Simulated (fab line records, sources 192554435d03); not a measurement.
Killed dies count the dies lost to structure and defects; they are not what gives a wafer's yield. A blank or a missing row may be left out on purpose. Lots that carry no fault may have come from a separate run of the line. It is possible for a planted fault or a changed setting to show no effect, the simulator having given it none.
Lot-split experiment -- flow n5_finfet -- 21 wafers read across 7 lots, on a route 1938 steps long

## SPLIT DETAILS
At N5_BEOL_M11_TRENCH_ETCH_37 (etches SiCOH lowk in C4F6/O2, target depth 148.83 nm, time 48 s), the setting source_w was moved away from the recipe's 345 W on 7 of the 21 wafers read, by -8.4% to +15.4%. All remaining wafers had this setting at the recipe value.

## FROM THE SPLIT TO THE READING: what the file shows between them, 11 steps
- N5_BEOL_M11_ETCH_41: etches SiCN in CH3F/O2, target depth 42.6 nm, time 86 s
- N5_BEOL_M11_STRIP_77: strips in N2/H2, time 10 s
- N5_BEOL_M11_OCD_MEAS_38
- N5_BEOL_M11_HM_STRIP_39: strips TiN in peroxide tin strip, target depth 25 nm, time 158 s
- N5_BEOL_M11_SRD_40: time 30 s
- N5_BEOL_M11_ECD_50: material Cu, target thk 318 nm
- N5_BEOL_M11_ANNEAL_51: time 90 s
- N5_BEOL_M11_CMP_52: polishes, stops on SiCOH lowk, t overpolish 7 s, target thk 140 nm
- N5_BEOL_M11_THK_MEAS_53: measures by xrf
- N5_BEOL_M11_PRE_CLEAN_55: time 15 s
- N5_BEOL_M11_DEP_56: deposits SiCN from 3MS/NH3, target thk 30 nm, time 10.5 s

## THE READING
Measured at N5_BEOL_M11_RS_MEAS_57 by four-point probe: M11_RS, in ohm/sq. A value of 0.151 ohm/sq with a standard deviation of 0.0032 ohm/sq is what fault-free wafers of this fab line usually give.

wafer,"tool, chamber at the split","source_w as run, W",against the recipe,"M11_RS, ohm/sq",against lot-mates on the recipe
L076.2,"rie_diel-04, 1",345,recipe,0.147,-
L076.4,"rie_diel-04, 0",345,recipe,0.147,-
L076.5,"rie_diel-04, 1",345,recipe,0.150,-
L079.1,"rie_diel-03, 3",388.3,+12.6%,0.144,-0.006
L079.2,"rie_diel-03, 2",345,recipe,0.152,-
L079.4,"rie_diel-03, 0",345,recipe,0.148,-
L083.3,"rie_diel-04, 3",345,recipe,0.146,-
L083.4,"rie_diel-04, 2",389.3,+12.8%,0.137,-0.009
L083.5,"rie_diel-04, 0",389.3,+12.8%,0.141,-0.005
L088.1,"rie_diel-04, 3",345,recipe,0.149,-
L088.4,"rie_diel-04, 2",345,recipe,0.148,-
L088.5,"rie_diel-04, 0",388.8,+12.7%,0.141,-0.008
L089.1,"rie_diel-06, 3",388.1,+12.5%,0.143,-0.008
L089.2,"rie_diel-06, 1",345,recipe,0.149,-
L089.4,"rie_diel-06, 1",345,recipe,0.152,-
L090.1,"rie_diel-06, 3",345,recipe,0.153,-
L090.2,"rie_diel-06, 1",316,-8.4%,0.157,+0.004
L090.5,"rie_diel-06, 3",345,recipe,0.153,-
L092.1,"rie_diel-06, 0",345,recipe,0.149,-
L092.3,"rie_diel-06, 2",345,recipe,0.155,-
L092.4,"rie_diel-06, 1",398.1,+15.4%,0.140,-0.012

THE FIT
A straight line over all 21 wafers: M11_RS changes by -0.000694 ohm/sq for each +1% of source_w; r = -0.88; the points scatter about the line by 0.0026 ohm/sq.
The same after taking each lot's own level away (the mean of its wafers on the recipe; 21 wafers): -0.000591 ohm/sq for each +1%; r = -0.92; scatter 0.0017 ohm/sq.
According to that fit, moving source_w by its largest amount changes the reading by 0.0091 ohm/sq.
The lots' own levels span 0.1460 to 0.1530 ohm/sq, that is 2.2 times the standard deviation above.
In other words, the slope is changed by the lot-to-lot level; the two fits disagree.
Check: with one of the wafers moved furthest among these (+15.4%) left out of the fit, the line predicts -0.0084 ohm/sq for it against its lot-mates. Against them it came out at -0.012 ohm/sq.
Tool readings at the split's step, against how far the setting was moved: rf_vpp_V r = -0.97.

## FURTHER SPLITS ON THESE WAFERS
Note: prior to the reading, these wafers also went through further splits. Each is held against what the fit with the lots' levels taken away leaves over:
other split on the same wafers,wafers away from the commonest value,r with M11_RS (lot level and that fit taken away)
N5_BEOL_M9_EXPOSE_08 dose_mj,8,-0.28
N5_BEOL_M10_PECVD_70 temp_c,7,+0.05
N5_BEOL_M11_ETCH_66 time_s,8,-0.32

## THE WHOLE CHAIN: every reading that the file lists as answering this split, in the file's order
step,what it does,reading,change (the file's fit),r (the file's)
N5_BEOL_M11_TRENCH_ETCH_37,"etches SiCOH lowk in C4F6/O2, target depth 148.83 nm, time 48 s",rf_vpp_V,-3.37 V for each +1% of the setting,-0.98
N5_BEOL_M11_TRENCH_ETCH_37,"etches SiCOH lowk in C4F6/O2, target depth 148.83 nm, time 48 s","BEOL_M11.feature_depth_nm (the simulator's own value, which no gauge read)",+0.533 nm for each +1% of the setting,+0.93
N5_BEOL_M11_TRENCH_ETCH_37,"etches SiCOH lowk in C4F6/O2, target depth 148.83 nm, time 48 s","etch.depth_nm (the simulator's own value, which no gauge read)",+0.533 nm for each +1% of the setting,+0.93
N5_BEOL_M11_OCD_MEAS_38,,trench_depth_nm,+0.542 nm for each +1% of the setting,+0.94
N5_BEOL_M11_CMP_52,"polishes, stops on SiCOH lowk, t overpolish 7 s, target thk 140 nm","Cu_of_BEOL_M11_ECD_50.thk_nm (the simulator's own value, which no gauge read)",+0.539 nm for each +1% of the setting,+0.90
N5_BEOL_M11_THK_MEAS_53,measures by xrf,M11_THK,+0.572 for each +1% of the setting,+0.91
N5_BEOL_M11_RS_MEAS_57,measures by four-point-probe,M11_RS,-0.0006 for each +1% of the setting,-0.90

## THE FILE'S OWN FIT
M11_RS changes by -0.0006 ohm/sq for each +1% of source_w, r = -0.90.
